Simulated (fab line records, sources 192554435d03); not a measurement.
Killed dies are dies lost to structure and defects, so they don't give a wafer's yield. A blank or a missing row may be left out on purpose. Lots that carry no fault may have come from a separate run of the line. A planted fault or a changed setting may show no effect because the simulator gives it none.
fab line records	flow n5_finfet
[record] lots = 10	wafers = 27	last_day = 18
route steps=1938 shown BEOL_M4@1096 PASSIVATION@1936
lots untouched by any fault: they come from a run of this same line in which no faults occurred
start_h: start of the lot's first displayed wafer, in hours after the record's first day	wait_h: time in hours since the lot's previous step	" same as the row above	L1.1+2: a single row standing in for several wafers	- either no value or no given start	* or withheld: withheld	< > ~ a bound
route shown NAME@n: NAME is a module with steps in the file, n the number in the route of the first one	usual: mean/standard deviation of fault-free wafers	same: alike in all rows	chamber/n: place in a boat	sites: the reading at each site	_std_site: the standard deviation of these	_edge_site: outer sites' mean less inner sites'	radius_mm: how far each site lies from the wafer's centre	mask NAME#n: copy n	behind: the tool/chamber that last shaped the wafer	hold: why the lot was held/for how many hours/how that ended	device: which transistor (n, p or np) failed to switch	end of line: the tests these same wafers got at the end of their route	where a step has no rows: the recipe by itself	killed: at the first sort, the dies lost to defects and structure; wafer yield is something else	map: the dies of a wafer, with x for killed, . for not killed, _ for no die there
set.NAME: the setting as run; set.NAME@STEP: as run at that earlier step	model.NAME: the simulator's own value behind a step, which no gauge read
a sample of lots followed through the steps of the route, with each step as a table and each wafer as a row
services: a tool's chamber out of use, with start hour (start_h, from the record's first day; less than 0 if before it), hours out, and reason
[[steps]]
[step N5_BEOL_M4_SPUTTER_92]
[recipe] material = Cu	target_thk_a = 45	temp_c = -20	chamber_pressure_pa = 0.07	power_w = withheld	time_s = 8.29
[usual] substrate_temp_c = -20.00/0.1	throttle_valve_pct = 30.1/0.92
lot.wafer	tool	chamber	start_h	wait_h	substrate_temp_c	throttle_valve_pct
L683.1	pvd_sputter-02	-	201.28	0.1	-20.08	30.3
L683.3	"	-	"	"	-19.85	29.2
L683.4	"	-	"	"	-19.97	29.6
L684.2	pvd_sputter-02	-	204.18	0.1	-20.09	30.3
L684.5	"	-	"	"	-19.94	30.5
L684.6	"	-	"	"	-19.98	28.8
L686.2	pvd_sputter-01	-	225.48	0.1	-20.11	29.9
L686.4	"	-	"	"	-20.10	29.7
L686.5	"	-	"	"	-19.99	29.6
L687.4	pvd_sputter-01	-	231.98	0.1	-20.14	31.7
L687.5	"	-	"	"	-20.06	29.3
L688.1	pvd_sputter-03	-	233.32	0.1	-20.17	29.2
L688.5	"	-	"	"	-20.01	31.2
L688.6	"	-	"	"	-20.08	29.3
L691.1	pvd_sputter-01	-	254.01	0.1	-20.03	31.5
L691.5	"	-	"	"	-19.96	30.7
L693.1	pvd_sputter-01	-	257.59	0.1	-20.07	30.8
L693.4	"	-	"	"	-20.08	31.8
L693.5	"	-	"	"	-19.91	29.7
L694.2	pvd_sputter-03	-	273.10	0.1	-20.07	31.1
L694.3	"	-	"	"	-20.13	28.5
L694.5	"	-	"	"	-20.08	29.0
L696.2	pvd_sputter-03	-	279.25	0.1	-20.04	30.7
L696.5	"	-	"	"	-19.87	29.4
L695.3	pvd_sputter-01	-	318.30	0.1	-20.05	30.0
L695.4	"	-	"	"	-19.93	30.6
L695.5	"	-	"	"	-19.95	31.5
[step N5_BEOL_M4_ANNEAL_93]
[recipe] temp_c = 400	time_s = 240	ambient = vacuum
[usual] heater_power_w = 807/87	susceptor_temp_C_max = 400.9/0.33
lot.wafer	tool	chamber	start_h	wait_h	heater_power_w	susceptor_temp_C_max
L683.1	pvd_sputter-02	-	201.36	0.0	758	401.2
L683.3	"	-	"	"	764	401.1
L683.4	"	-	"	"	1029	400.7
L684.2	pvd_sputter-02	-	204.26	0.0	783	400.7
L684.5	"	-	"	"	792	401.1
L684.6	"	-	"	"	754	401.0
L686.2	pvd_sputter-01	-	225.56	0.0	736	400.7
L686.4	"	-	"	"	772	401.1
L686.5	"	-	"	"	749	400.6
L687.4	pvd_sputter-01	-	232.06	0.0	793	400.7
L687.5	"	-	"	"	732	400.5
L688.1	pvd_sputter-03	-	233.40	0.0	834	400.7
L688.5	"	-	"	"	851	400.6
L688.6	"	-	"	"	826	401.1
L691.1	pvd_sputter-01	-	254.09	0.0	790	400.9
L691.5	"	-	"	"	943	400.9
L693.1	pvd_sputter-01	-	257.67	0.0	953	401.3
L693.4	"	-	"	"	785	401.0
L693.5	"	-	"	"	741	401.1
L694.2	pvd_sputter-03	-	273.18	0.0	836	400.5
L694.3	"	-	"	"	676	400.6
L694.5	"	-	"	"	833	401.5
L696.2	pvd_sputter-03	-	279.33	0.0	762	400.6
L696.5	"	-	"	"	837	400.9
L695.3	pvd_sputter-01	-	318.38	0.0	782	400.6
L695.4	"	-	"	"	923	401.2
L695.5	"	-	"	"	786	400.8
[step N5_BEOL_M4_CMP_52]
[recipe] stop_on = SiOC	t_overpolish_s = 6.8	down_force_psi = 1	platen_rpm = 50	clearing_platen_down_force_psi = 1.5	clearing_platen_rpm = 50	post_cmp_clean = cu_alkaline	target_thk_nm = 40	clearing_platen_pad_velocity_m_s = 0.99484	pad_velocity_m_s = 0.99484
[usual] barrier_field_endpoint_s = 24.7/0.74	motor_current_A = 6.2/0.64	overpolish_run_s = 6.800/0.0087	time_to_endpoint_s = 62/3.7
lot.wafer	tool	chamber	start_h	wait_h	barrier_field_endpoint_s	motor_current_A	overpolish_run_s	time_to_endpoint_s
L683.4	cmp-02	3	202.21	0.1	23.6	6.0	6.791	55
L683.1	"	0	"	"	23.7	5.9	6.791	54
L683.3	"	2	"	"	23.7	5.9	6.802	58
L684.2	cmp-02	0	209.61	0.2	24.1	6.2	6.817	55
L684.6	"	3	"	"	24.0	6.0	6.799	56
L684.5	"	0	"	"	24.3	5.9	6.824	57
L686.2	cmp-01	2	227.27	1.0	24.5	7.1	6.796	61
L686.4	"	3	"	"	24.5	5.7	6.804	61
L686.5	"	2	"	"	24.6	7.5	6.806	60
L687.4	cmp-04	1	232.95	0.2	25.8	5.2	6.817	65
L687.5	"	0	"	"	26.7	6.6	6.793	65
L688.1	cmp-01	2	234.42	0.3	24.8	7.2	6.788	60
L688.6	"	0	"	"	26.1	7.0	6.804	65
L688.5	"	1	"	"	23.9	5.3	6.793	58
L691.1	cmp-04	0	254.98	0.3	24.5	6.4	6.800	66
L691.5	"	3	"	"	41.3	5.8	0.046	81
L693.4	cmp-04	0	258.86	0.5	24.6	6.4	6.794	67
L693.1	"	2	"	"	24.0	6.8	6.793	64
L693.5	"	1	"	"	41.3	5.4	0.034	80
L694.2	cmp-02	2	274.03	0.2	25.0	6.1	6.817	64
L694.3	"	0	"	"	24.3	5.9	6.802	61
L694.5	"	2	"	"	25.4	6.1	6.806	65
L696.2	cmp-04	0	280.26	0.2	25.5	6.8	6.802	68
L696.5	"	0	"	"	41.3	6.6	0.049	81
L695.3	cmp-01	1	319.23	0.2	25.0	5.1	6.809	61
L695.4	"	3	"	"	24.2	5.3	6.789	62
L695.5	"	2	"	"	25.4	7.3	6.788	64
[step N5_BEOL_M4_THK_MEAS_53]
[recipe] thk_meas_gauge = xrf	reads = Cu_of_BEOL_M4_ECD_50
[usual] M4_THK = 40.5/1.7
lot.wafer	tool	chamber	start_h	wait_h	M4_THK[nm]
L683.1	film_metro-01	-	202.51	-	39.7
L683.3	"	-	"	"	40.0
L683.4	"	-	"	"	39.9
L684.2	film_metro-01	-	209.87	-	37.9
L684.5	"	-	"	"	37.7
L684.6	"	-	"	"	38.4
L686.2	film_metro-01	-	227.52	-	41.1
L686.4	"	-	"	"	39.7
L686.5	"	-	"	"	40.9
L687.4	film_metro-02	-	233.20	-	42.2
L687.5	"	-	"	"	41.1
L688.1	film_metro-02	-	234.64	-	42.8
L688.5	"	-	"	"	40.3
L688.6	"	-	"	"	43.9
L691.1	film_metro-01	-	255.23	-	42.7
L691.5	"	-	"	"	154.4
L693.1	film_metro-02	-	259.15	-	39.8
L693.4	"	-	"	"	39.8
L693.5	"	-	"	"	149.5
L694.2	film_metro-02	-	274.33	-	40.6
L694.3	"	-	"	"	39.9
L694.5	"	-	"	"	40.6
L696.2	film_metro-02	-	280.52	-	42.3
L696.5	"	-	"	"	149.9
L695.3	film_metro-02	-	319.81	-	39.8
L695.4	"	-	"	"	40.2
L695.5	"	-	"	"	41.2
[step N5_BEOL_M4_PRE_CLEAN_60]
[recipe] gas = NH3/H2	time_s = 15	temp_c = *	rf_power_w = 300
[usual] heater_power_w = 100/10
lot.wafer	tool	chamber	start_h	wait_h	heater_power_w
L683.1	cvd_co-01	1	202.54	0.0	115
L683.3	"	0	"	"	107
L683.4	"	0	"	"	109
L684.2	cvd_co-02	0	209.90	0.0	85
L684.5	"	1	"	"	97
L684.6	"	0	"	"	85
L686.2	cvd_co-01	0	227.73	0.2	108
L686.4	"	1	"	"	114
L686.5	"	0	"	"	110
L687.4	cvd_co-01	0	233.26	0.1	107
L687.5	"	1	"	"	111
L688.1	cvd_co-02	2	234.68	0.0	100
L688.5	"	2	"	"	101
L688.6	"	0	"	"	87
L691.1	cvd_co-02	2	255.27	0.0	102
L691.5	"	1	"	"	96
L693.1	cvd_co-02	2	259.40	0.2	100
L693.4	"	1	"	"	95
L693.5	"	2	"	"	103
L694.2	cvd_co-01	1	274.36	0.0	115
L694.3	"	0	"	"	105
L694.5	"	2	"	"	88
L696.2	cvd_co-01	0	280.56	0.0	107
L696.5	"	0	"	"	109
L695.3	cvd_co-01	1	319.88	0.1	113
L695.4	"	1	"	"	116
L695.5	"	2	"	"	89
[step N5_BEOL_M4_INSPECT_59]
[recipe] inspect_instrument = darkfield	mode = post_dep
[usual] raw_defect_count = 79/27
lot.wafer	tool	chamber	start_h	wait_h	raw_defect_count
L683.1	defect_inspect-02	-	202.82	0.0	63
L683.3	"	-	"	"	101
L683.4	"	-	"	"	107
L684.2	defect_inspect-01	-	210.15	0.0	77
L684.5	"	-	"	"	103
L684.6	"	-	"	"	73
L686.2	defect_inspect-01	-	227.98	0.0	56
L686.4	"	-	"	"	123
L686.5	"	-	"	"	84
L687.4	defect_inspect-02	-	233.49	0.0	70
L687.5	"	-	"	"	141
L688.1	defect_inspect-01	-	234.93	0.0	77
L688.5	"	-	"	"	56
L688.6	"	-	"	"	81
L691.1	defect_inspect-02	-	255.52	0.0	105
L691.5	"	-	"	"	4986
L693.1	defect_inspect-01	-	259.64	0.0	84
L693.4	"	-	"	"	57
L693.5	"	-	"	"	5025
L694.2	defect_inspect-02	-	274.61	0.0	55
L694.3	"	-	"	"	110
L694.5	"	-	"	"	82
L696.2	defect_inspect-02	-	280.82	0.0	84
L696.5	"	-	"	"	5139
L695.3	defect_inspect-01	-	320.13	0.0	85
L695.4	"	-	"	"	95
L695.5	"	-	"	"	84
[step N5_BEOL_M4_RC_MEAS_101]
[usual] DIBL_N = 36.1/1.6	DIBL_P = 35.8/2.1	IOFF_N = 0.16/0.031	IOFF_P = 0.21/0.034	ION_N = 673/12	ION_P = 461/7.2	SS_N = 71.4/0.59	SS_P = 73.3/0.63	VT_N = 250/3.1	VT_P = -250/3.3
lot.wafer	tool	chamber	start_h	wait_h	DIBL_N[mV/V]	DIBL_P[mV/V]	IOFF_N[nA/um]	IOFF_P[nA/um]	ION_N[uA/um]	ION_P[uA/um]	SS_N[mV/dec]	SS_P[mV/dec]	VT_N[mV]	VT_P[mV]
L683.1	prober-01	0	202.86	0.0	39.2	40.4	0.20	0.27	688	470	71.9	74.5	246	-246
L683.3	"	0	"	"	37.8	38.3	0.17	0.25	676	465	71.4	74.2	248	-245
L683.4	"	0	"	"	38.8	38.2	0.19	0.24	675	461	72.3	73.5	252	-248
L684.2	prober-01	0	210.33	0.2	35.0	35.2	0.14	0.18	666	455	71.4	72.9	251	-255
L684.5	"	0	"	"	33.3	31.9	0.10	0.14	649	445	70.9	72.0	261	-256
L684.6	"	0	"	"	35.1	35.1	0.14	0.18	662	452	70.7	73.5	252	-255
L686.2	prober-01	0	228.16	0.2	38.0	38.3	0.17	0.26	679	480	72.0	73.9	250	-244
L686.4	"	0	"	"	37.3	35.4	0.14	0.21	660	458	71.1	73.1	249	-249
L686.5	"	0	"	"	36.9	35.4	0.14	0.21	664	462	71.9	72.7	253	-248
L687.4	prober-02	0	233.98	0.5	36.4	35.5	0.14	0.18	667	453	70.6	73.6	251	-253
L687.5	"	0	"	"	36.4	36.1	0.15	0.21	668	454	70.6	73.7	251	-251
L688.1	prober-01	0	234.95	0.0	35.4	36.1	0.14	0.17	667	452	71.0	73.5	253	-256
L688.5	"	0	"	"	35.0	35.7	0.14	0.17	676	460	71.0	72.2	251	-255
L688.6	"	0	"	"	35.7	36.6	0.14	0.18	664	452	71.4	73.3	254	-255
L691.1	prober-01	0	255.55	0.0	37.8	38.7	0.20	0.28	680	468	71.4	73.7	248	-247
L693.1	prober-01	0	259.67	0.0	35.4	35.8	0.15	0.21	672	465	71.2	73.1	249	-250
L693.4	"	0	"	"	33.9	34.5	0.13	0.18	656	454	70.8	72.5	254	-250
L694.2	prober-01	0	274.79	0.2	39.4	40.5	0.22	0.24	695	470	71.8	73.8	246	-250
L694.3	"	0	"	"	37.6	38.6	0.17	0.22	674	462	71.2	73.7	247	-251
L694.5	"	0	"	"	39.6	40.6	0.23	0.25	690	462	71.9	74.8	245	-252
L696.2	prober-01	0	281.00	0.2	36.2	36.4	0.15	0.20	669	461	70.9	73.8	250	-251
L695.3	prober-01	0	320.46	0.3	36.0	35.9	0.17	0.24	672	463	71.7	73.3	250	-246
L695.4	"	0	"	"	35.1	33.0	0.16	0.19	687	470	71.0	72.7	248	-250
L695.5	"	0	"	"	37.1	36.0	0.18	0.23	669	461	71.3	73.4	246	-248
[step N5_PASSIVATION_PROBE_49]
[usual] defect_limited_yield = 91.0/1.5	killed_at_M0_to_M3 = 35/11	killed_at_M4_up = 13/6	killed_at_contacts = 14/6.5	killed_at_front_end = 40/12	killed_at_other = 4/3.4	killed_dies = 106/18	killed_on_rim = 14/4.7	killed_open = 68/14	killed_short = 35/7.7	sort_bin_5_function = 5.2/0.98	sort_bin_6_memory = 3.4/0.72	sort_n_pass = 1074/18	sort_yield_pct = 91.0/1.5
[same] gross_dies = 1180	killed_at_back_side = 0	sort_bin_4_leakage[%] = 0	sort_bin_8_speed[%] = 0
lot.wafer	tool	chamber	start_h	wait_h	defect_limited_yield[%]	killed_at_M0_to_M3	killed_at_M4_up	killed_at_contacts	killed_at_front_end	killed_at_other	killed_dies	killed_on_rim	killed_open	killed_short	sort_bin_5_function[%]	sort_bin_6_memory[%]	sort_n_pass	sort_yield_pct[%]
L683.1	prober-01	-	301.67	0.0	89.7	43	15	19	42	3	122	24	76	46	6.0	3.8	1058	89.7
L683.3	prober-01	-	301.77	0.1	93.0	31	9	13	27	3	83	9	52	30	3.8	3.0	1097	93.0
L683.4	prober-01	-	301.82	0.2	90.8	34	19	13	35	7	108	10	64	44	4.6	4.2	1072	90.8
L684.2	prober-01	-	306.76	0.1	89.6	50	7	18	45	3	123	13	84	39	6.4	3.8	1057	89.6
L684.5	prober-01	-	306.91	0.2	88.1	46	18	22	55	0	141	23	89	42	6.6	4.5	1039	88.1
L684.6	prober-01	-	306.96	0.3	90.6	37	6	15	53	0	111	10	72	37	5.7	3.5	1069	90.6
L686.2	prober-01	-	335.60	0.1	90.9	24	18	15	48	2	107	9	66	39	5.4	3.1	1073	90.9
L686.4	prober-01	-	335.70	0.2	93.6	24	9	7	28	8	76	5	51	23	3.5	2.6	1104	93.6
L686.5	prober-01	-	335.75	0.2	92.7	19	9	12	38	8	86	16	51	35	4.4	2.7	1094	92.7
L688.1	prober-02	-	337.74	0.0	93.6	19	6	12	35	4	76	12	48	28	3.7	2.5	1104	93.6
L688.5	prober-02	-	337.94	0.2	94.7	18	11	8	21	4	62	5	30	29	3.1	1.8	1118	94.7
L688.6	prober-02	-	337.99	0.3	91.1	33	12	8	34	18	105	13	57	43	4.9	3.5	1075	91.1
L687.4	prober-01	-	345.20	0.2	91.2	36	14	16	37	1	104	6	69	34	5.4	3.1	1076	91.2
L687.5	prober-01	-	345.25	0.2	91.0	29	19	31	26	1	106	16	69	36	5.4	3.2	1074	91.0
L693.1	prober-02	-	363.02	0.0	90.8	45	17	14	30	2	108	17	76	31	5.0	4.1	1072	90.8
L693.4	prober-02	-	363.17	0.2	91.6	34	11	15	38	1	99	16	59	39	4.4	3.6	1081	91.6
L693.5	prober-02	-	363.22	0.2	0	40	1107	3	20	10	1180	152	57	33	4.6	2.6	0	0
L691.1	prober-02	-	366.57	0.0	90.8	30	23	14	40	1	108	14	77	29	5.2	3.6	1072	90.8
L691.5	prober-02	-	366.77	0.2	0	35	1089	12	44	0	1180	152	72	39	4.7	4.2	0	0
L694.2	prober-01	-	379.59	0.1	90.3	58	16	13	27	1	115	22	66	46	5.4	3.7	1065	90.3
L694.3	prober-01	-	379.64	0.1	94.2	25	13	9	22	0	69	9	43	23	3.6	2.0	1111	94.2
L694.5	prober-01	-	379.74	0.2	90.4	28	28	12	43	2	113	7	70	38	5.6	3.2	1067	90.4
L696.2	prober-01	-	386.93	0.1	91.6	48	12	5	32	2	99	10	62	36	5.2	3.0	1081	91.6
L696.5	prober-01	-	387.08	0.2	0	39	1077	7	46	11	1180	152	59	50	5.4	3.7	0	0
L695.3	prober-02	-	425.48	0.1	89.2	38	35	15	39	0	127	21	91	33	6.8	3.6	1053	89.2
L695.4	prober-02	-	425.53	0.2	91.0	37	19	10	36	4	106	11	76	29	5.1	3.8	1074	91.0
L695.5	prober-02	-	425.58	0.2	87.9	58	23	12	49	1	143	18	102	34	7.5	4.0	1037	87.9
// killed by level:class
L683.1 MOL_CONTACT_COAG:geometric_particle:open=12 BEOL_M2:geometric_particle:open=11 FIN_SAQP:geometric_particle:short=10 FIN_SAQP:geometric_particle:open=10 BEOL_M0_SAQP:geometric_particle:open=9 BEOL_M4:geometric_particle:open=9 BEOL_M1:geometric_particle:open=8 MOL_CONTACT_COAG:geometric_particle:short=7
L683.3 MOL_CONTACT_COAG:geometric_particle:open=10 FIN_SAQP:geometric_particle:short=9 BEOL_M2:geometric_particle:open=9 FIN_SAQP:geometric_particle:open=7 BEOL_M0_SAQP:geometric_particle:open=6 BEOL_M0_SAQP:geometric_particle:short=5 BEOL_M3:geometric_particle:open=5 MOL_CONTACT_COAG:geometric_particle:short=3
L683.4 FIN_SAQP:geometric_particle:open=12 FIN_SAQP:geometric_particle:short=12 MOL_CONTACT_COAG:geometric_particle:open=11 BEOL_M0_SAQP:geometric_particle:short=8 BEOL_M2:geometric_particle:open=8 BEOL_M1:geometric_particle:open=7 BEOL_M0_SAQP:geometric_particle:open=6 BEOL_M4:geometric_particle:open=6
L684.2 MOL_CONTACT_COAG:geometric_particle:open=15 STI_FIN_REVEAL:geometric_particle:open=13 FIN_SAQP:geometric_particle:short=12 BEOL_M0_SAQP:geometric_particle:open=12 FIN_SAQP:geometric_particle:open=10 BEOL_M3:geometric_particle:open=9 BEOL_M2:geometric_particle:open=8 BEOL_M1:geometric_particle:open=6
L684.5 MOL_CONTACT_COAG:geometric_particle:open=15 BEOL_M2:geometric_particle:open=14 STI_FIN_REVEAL:geometric_particle:open=11 FIN_SAQP:geometric_particle:short=10 FIN_SAQP:geometric_particle:open=9 BEOL_M1:geometric_particle:open=9 BEOL_M4:geometric_particle:open=8 MOL_CONTACT_COAG:geometric_particle:short=6
L684.6 FIN_SAQP:geometric_particle:open=13 STI_FIN_REVEAL:geometric_particle:open=12 MOL_CONTACT_COAG:geometric_particle:open=11 BEOL_M0_SAQP:geometric_particle:short=10 BEOL_M3:geometric_particle:open=8 FIN_SAQP:geometric_particle:short=6 BEOL_M1:geometric_particle:open=6 MOL_CONTACT_COAG:geometric_particle:short=4
L686.2 MOL_CONTACT_COAG:geometric_particle:open=13 STI_FIN_REVEAL:geometric_particle:open=10 BEOL_M0_SAQP:geometric_particle:open=8 STI_FIN_REVEAL:geometric_particle:short=8 FIN_SAQP:geometric_particle:open=7 BEOL_M3:geometric_particle:open=7 BEOL_M4:geometric_particle:short=6 FIN_SAQP:geometric_particle:short=5
L686.4 FIN_SAQP:geometric_particle:open=7 BEOL_M3:geometric_particle:open=7 MOL_CONTACT_COAG:geometric_particle:open=6 BEOL_M1:geometric_particle:open=5 BEOL_M5:geometric_particle:open=5 FIN_SAQP:geometric_particle:short=4 GATE_CUT:geometric_particle:open=3 GATE_CUT:geometric_particle:short=3
L686.5 MOL_CONTACT_COAG:geometric_particle:open=11 FIN_SAQP:geometric_particle:open=10 BEOL_M0_SAQP:geometric_particle:short=8 BEOL_M4:geometric_particle:open=6 FIN_SAQP:geometric_particle:short=5 BEOL_M0_SAQP:geometric_particle:open=5 GATE_CUT:geometric_particle:short=4 GATE_CUT:geometric_particle:open=4
L688.1 STI_FIN_REVEAL:geometric_particle:open=9 DUMMY_GATE:geometric_particle:open=8 MOL_CONTACT_COAG:geometric_particle:open=8 BEOL_M0_SAQP:geometric_particle:short=6 FIN_SAQP:geometric_particle:open=4 FIN_SAQP:geometric_particle:short=4 BEOL_M2:geometric_particle:open=4 MOL_CONTACT_COAG:geometric_particle:short=4
L688.5 MOL_CONTACT_COAG:geometric_particle:open=6 BEOL_M4:geometric_particle:short=5 FIN_SAQP:geometric_particle:short=4 DUMMY_GATE:geometric_particle:open=4 BEOL_M2:geometric_particle:open=4 STARTING-WAFER:geometric_particle:short=4 BEOL_M0_SAQP:geometric_particle:open=3 BEOL_M0_SAQP:geometric_particle:short=3
L688.6 FIN_SAQP:geometric_particle:short=9 MIM_TOP_ETCH:geometric_particle:short=9 BEOL_M1:geometric_particle:open=9 MOL_CONTACT_COAG:geometric_particle:open=7 FIN_SAQP:geometric_particle:open=6 BEOL_M0_SAQP:geometric_particle:short=6 MIM_TOP_ETCH:geometric_particle:open=6 BEOL_M0_SAQP:geometric_particle:open=5
L687.4 MOL_CONTACT_COAG:geometric_particle:open=13 BEOL_M3:geometric_particle:open=8 BEOL_M1:geometric_particle:short=8 SPACER0:geometric_particle:open=6 BEOL_M0_SAQP:geometric_particle:open=6 STARTING-WAFER:geometric_particle:open=6 STI_FIN_REVEAL:geometric_particle:open=5 BEOL_M0_SAQP:geometric_particle:short=5
L687.5 MOL_CONTACT_COAG:geometric_particle:open=24 BEOL_M0_SAQP:geometric_particle:short=10 BEOL_M0_SAQP:geometric_particle:open=8 GATE_CUT:geometric_particle:short=7 MOL_CONTACT_COAG:geometric_particle:short=7 GATE_CUT:geometric_particle:open=5 BEOL_M5:geometric_particle:open=5 FIN_SAQP:geometric_particle:open=4
L693.1 BEOL_M2:geometric_particle:open=14 MOL_CONTACT_COAG:geometric_particle:open=11 BEOL_M0_SAQP:geometric_particle:short=11 BEOL_M4:geometric_particle:open=10 STI_FIN_REVEAL:geometric_particle:open=6 BEOL_M3:geometric_particle:open=6 STARTING-WAFER:geometric_particle:short=5 GATE_CUT:geometric_particle:short=4
L693.4 STI_FIN_REVEAL:geometric_particle:open=13 MOL_CONTACT_COAG:geometric_particle:open=8 MOL_CONTACT_COAG:geometric_particle:short=7 BEOL_M0_SAQP:geometric_particle:short=7 BEOL_M0_SAQP:geometric_particle:open=5 BEOL_M0:geometric_particle:open=5 BEOL_M4:geometric_particle:open=5 FIN_SAQP:geometric_particle:short=4
L693.5 BEOL_M4:area_cmp=1090 BEOL_M4:geometric_particle:open=11 BEOL_M1:geometric_particle:open=9 BEOL_M0_SAQP:geometric_particle:short=7 BEOL_M2:geometric_particle:open=7 FIN_SAQP:geometric_particle:short=6 STI_FIN_REVEAL:geometric_particle:open=6 BEOL_M0_SAQP:geometric_particle:open=5
L691.1 MOL_CONTACT_COAG:geometric_particle:open=12 BEOL_M1:geometric_particle:open=12 DUMMY_GATE:geometric_particle:open=9 BEOL_M4:geometric_particle:open=7 STI_FIN_REVEAL:geometric_particle:open=6 FIN_SAQP:geometric_particle:open=4 STI_FIN_REVEAL:geometric_particle:short=4 DUMMY_GATE:geometric_particle:short=4
L691.5 BEOL_M4:area_cmp=1069 FIN_SAQP:geometric_particle:open=11 MOL_CONTACT_COAG:geometric_particle:open=9 BEOL_M1:geometric_particle:open=9 STI_FIN_REVEAL:geometric_particle:open=8 FIN_SAQP:geometric_particle:short=6 BEOL_M0_SAQP:geometric_particle:short=6 BEOL_M8:geometric_particle:open=6
L694.2 BEOL_M0_SAQP:geometric_particle:open=19 BEOL_M0_SAQP:geometric_particle:short=17 MOL_CONTACT_COAG:geometric_particle:open=10 BEOL_M4:geometric_particle:open=10 FIN_SAQP:geometric_particle:short=6 BEOL_M1:geometric_particle:open=5 BEOL_M3:geometric_particle:open=5 FIN_SAQP:geometric_particle:open=4
L694.3 BEOL_M0_SAQP:geometric_particle:open=8 MOL_CONTACT_COAG:geometric_particle:open=7 BEOL_M0_SAQP:geometric_particle:short=5 BEOL_M2:geometric_particle:open=5 STI_FIN_REVEAL:geometric_particle:open=4 GATE_CUT:geometric_particle:short=4 BEOL_M4:geometric_particle:open=3 BEOL_M1:geometric_particle:open=3
L694.5 FIN_SAQP:geometric_particle:short=14 BEOL_M4:geometric_particle:open=12 FIN_SAQP:geometric_particle:open=8 STI_FIN_REVEAL:geometric_particle:open=7 MOL_CONTACT_COAG:geometric_particle:open=7 BEOL_M0_SAQP:geometric_particle:short=7 BEOL_M0_SAQP:geometric_particle:open=6 MOL_CONTACT_COAG:geometric_particle:short=5
L696.2 BEOL_M0_SAQP:geometric_particle:short=21 BEOL_M0_SAQP:geometric_particle:open=16 STI_FIN_REVEAL:geometric_particle:open=13 BEOL_M4:geometric_particle:open=6 BEOL_M1:geometric_particle:open=5 FIN_SAQP:geometric_particle:short=4 MOL_CONTACT_COAG:geometric_particle:open=4 STARTING-WAFER:geometric_particle:open=4
L696.5 BEOL_M4:area_cmp=1068 BEOL_M0_SAQP:geometric_particle:short=16 FIN_SAQP:geometric_particle:short=10 BEOL_M0_SAQP:geometric_particle:open=7 FIN_SAQP:geometric_particle:open=6 MOL_CONTACT_COAG:geometric_particle:open=6 BEOL_M1:geometric_particle:open=6 DUMMY_GATE:geometric_particle:open=5
L695.3 BEOL_M4:geometric_particle:open=26 MOL_CONTACT_COAG:geometric_particle:open=13 FIN_SAQP:geometric_particle:short=9 BEOL_M0_SAQP:geometric_particle:open=8 BEOL_M3:geometric_particle:open=8 FIN_SAQP:geometric_particle:open=7 BEOL_M2:geometric_particle:open=7 BEOL_M3:geometric_particle:short=5
L695.4 BEOL_M4:geometric_particle:open=13 BEOL_M3:geometric_particle:open=12 FIN_SAQP:geometric_particle:open=8 MOL_CONTACT_COAG:geometric_particle:open=7 STI_FIN_REVEAL:geometric_particle:open=6 BEOL_M1:geometric_particle:open=6 BEOL_M2:geometric_particle:open=6 GATE_CUT:geometric_particle:short=5
L695.5 BEOL_M3:geometric_particle:open=20 BEOL_M4:geometric_particle:open=15 BEOL_M1:geometric_particle:open=12 MOL_CONTACT_COAG:geometric_particle:open=10 STI_FIN_REVEAL:geometric_particle:open=9 FIN_SAQP:geometric_particle:short=7 BEOL_M2:geometric_particle:open=7 DUMMY_GATE:geometric_particle:open=6
[[services]]
tool	chamber	start_h	hours	kind
cmp-01	-	182.90	1.0	repair
cmp-01	-	190.13	0.5	repair
pvd_sputter-02	-	205.02	2.0	repair
cvd_co-01	-	210.55	14.6	pm
cmp-01	-	215.26	4.0	pm
cmp-01	-	219.26	-	consumable_replace:conditioner
cmp-01	-	219.26	-	consumable_replace:pad
cvd_co-02	-	225.15	6.0	pm
cmp-02	-	231.34	4.0	pm
cmp-04	-	233.64	1.8	repair
cmp-02	-	235.34	-	consumable_replace:conditioner
cmp-02	-	235.34	-	consumable_replace:pad
pvd_sputter-01	-	246.25	3.0	repair
cmp-04	-	258.03	0.8	repair
cmp-01	-	281.67	3.9	repair
cmp-02	-	312.55	0.3	repair
[[key]]
[first_sign] step = N5_BEOL_M4_CMP_52	reading = overpolish_run_s	direction = down	sigmas = 99+	usual = 6.800	struck = 0.043
[effect] step = N5_BEOL_M4_CMP_52	reading = barrier_field_endpoint_s	direction = up	sigmas = 23	usual = 24.7	struck = 41.3
[effect] step = N5_BEOL_M4_THK_MEAS_53	reading = M4_THK	direction = up	sigmas = 67	usual = 40.5	struck = 151.3
[effect] step = N5_BEOL_M4_INSPECT_59	reading = raw_defect_count	direction = up	sigmas = 99+	usual = 79	struck = 5050
[effect] step = N5_PASSIVATION_PROBE_49	reading = killed_at_M4_up	direction = up	sigmas = 99+	usual = 13	struck = 1091
[more_kills_born_at] N5_BEOL_M4_CMP_52@cmp-04 = 3227
met_at N5_BEOL_M4_CMP_52
struck_lots L691,L693,L696
struck_wafers L691.5,L693.5,L696.5
later_rows_left_out L691.5,L693.5,L696.5
not_acting_at N5_BEOL_M4_SPUTTER_92,N5_BEOL_M4_ANNEAL_93,N5_BEOL_M4_PRE_CLEAN_60
onset_between 232.95 254.98
[fault] kind = process_parameter_drift	tool = cmp-04	chamber = -	onset_h = 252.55	steps = N5_BEOL_M4_CMP_52	channel = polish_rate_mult	offset = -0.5	shape = step	end_h = 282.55	scope = struck_wafers_only
// later_rows_left_out: the simulator's readings of these wafers behind a module that went badly wrong aren't trusted and aren't shown, but for the sort
